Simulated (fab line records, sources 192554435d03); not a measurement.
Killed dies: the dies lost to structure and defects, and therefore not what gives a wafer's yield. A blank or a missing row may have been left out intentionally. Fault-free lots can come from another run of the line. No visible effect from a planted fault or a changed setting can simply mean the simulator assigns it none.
Which tool is to blame? + flow n5Finfet + 8 lots with 24 wafers sampled at 4 steps, on a route of 1938 steps

== WHAT THE GAUGES READ, wafer by wafer ==
N5_DUMMY_GATE_INSPECT_27: inspects for defects (brightfield).
| lot  | measured    | on               | rawDefectCount |
|------|-------------|------------------|----------------|
| L228 | day 3 00:35 | defectInspect-02 | 261 218 268    |
| L231 | day 3 17:31 | defectInspect-02 | 363 214 170    |
| L232 | day 3 23:44 | defectInspect-02 | 255 267 229    |
| L234 | day 4 11:52 | defectInspect-02 | 299 388 255    |
| L237 | day 5 05:36 | defectInspect-01 | 285 465 480    |
| L241 | day 6 05:55 | defectInspect-01 | 238 356 216    |
| L246 | day 7 12:02 | defectInspect-01 | 257 383 1283   |
| L248 | day 8 01:43 | defectInspect-02 | 345 257 1206   |

== WHAT TOOL EACH LOT RAN ON (gives the tool, then ch and the chambers of the sampled wafers, and finally the start) ==
| lot  | N5_DUMMY_GATE_ETCH_29            | N5_DUMMY_GATE_STRIP_41           | N5_DUMMY_GATE_ETCH_32          |
|------|----------------------------------|----------------------------------|--------------------------------|
| L228 | rieDiel-06 ch 0,1, day 2 23:30   | rieDiel-04 ch 0,2,3, day 2 23:54 | rieSi-01 ch 2,3, day 3 00:06   |
| L231 | rieDiel-04 ch 0,1, day 3 16:02   | rieDiel-06 ch 0,3, day 3 16:36   | rieSi-02 ch 1,2, day 3 16:48   |
| L232 | rieDiel-02 ch 0,1,3, day 3 22:38 | rieDiel-06 ch 0,2, day 3 23:02   | rieSi-02 ch 0,1,2, day 3 23:14 |
| L234 | rieDiel-04 ch 0,3, day 4 10:47   | rieDiel-04 ch 0,1,3, day 4 11:11 | rieSi-01 ch 0,1,2, day 4 11:23 |
| L237 | rieDiel-02 ch 0,1,2, day 5 04:29 | rieDiel-04 ch 0,2,3, day 5 04:55 | rieSi-04 ch 0,1,3, day 5 05:07 |
| L241 | rieDiel-06 ch 1,3, day 6 04:49   | rieDiel-02 ch 1,3, day 6 05:13   | rieSi-04 ch 0,1,2, day 6 05:25 |
| L246 | rieDiel-04 ch 0,2,3, day 7 10:56 | rieDiel-04 ch 0,2,3, day 7 11:22 | rieSi-02 ch 1,2,3, day 7 11:34 |
| L248 | rieDiel-06 ch 0,1,2, day 8 00:33 | rieDiel-04 ch 0,2,3, day 8 01:02 | rieSi-02 ch 1,3, day 8 01:14   |
- N5_DUMMY_GATE_ETCH_29: etches underlayer in N2/H2, target depth 13 nm.
- N5_DUMMY_GATE_STRIP_41: strips in O2.
- N5_DUMMY_GATE_ETCH_32: etches SiO2 in CF4, target depth 3.5 nm, time 3.9 s.

== THE ANSWER, worked out from the rows above alone ==
Rule: what is usual is taken from the lots themselves. Put in order of their means at a reading, lots are off if they are a third of the lots or fewer, leave a main group of 4 or more, and stand apart from it by a gap of 3 or more times the standard deviation of the main group's means; of several such gaps the widest counts. If all means in a main group match to the digits the tables above print for the reading, that group is not used. A lot without any number at a reading at which 4 lots or more have one is off too. Where the step has rows for the other lots, those lots are counted as sound.
Off: L246, L248 (N5_DUMMY_GATE_INSPECT_27, rawDefectCount). Mean 290 and standard deviation 58 in the main group.
A tool fits if, at a process step before that reading, it ran every lot that is off, and no sound lot after the first of them. Those tools and the gauges at N5_DUMMY_GATE_INSPECT_27 are tried in the same way. Can't be told from this: 2 tools fit, rieDiel-04 at N5_DUMMY_GATE_STRIP_41, rieSi-02 at N5_DUMMY_GATE_ETCH_32.

== WHAT WAS PUT IN BY THE SIMULATOR ==
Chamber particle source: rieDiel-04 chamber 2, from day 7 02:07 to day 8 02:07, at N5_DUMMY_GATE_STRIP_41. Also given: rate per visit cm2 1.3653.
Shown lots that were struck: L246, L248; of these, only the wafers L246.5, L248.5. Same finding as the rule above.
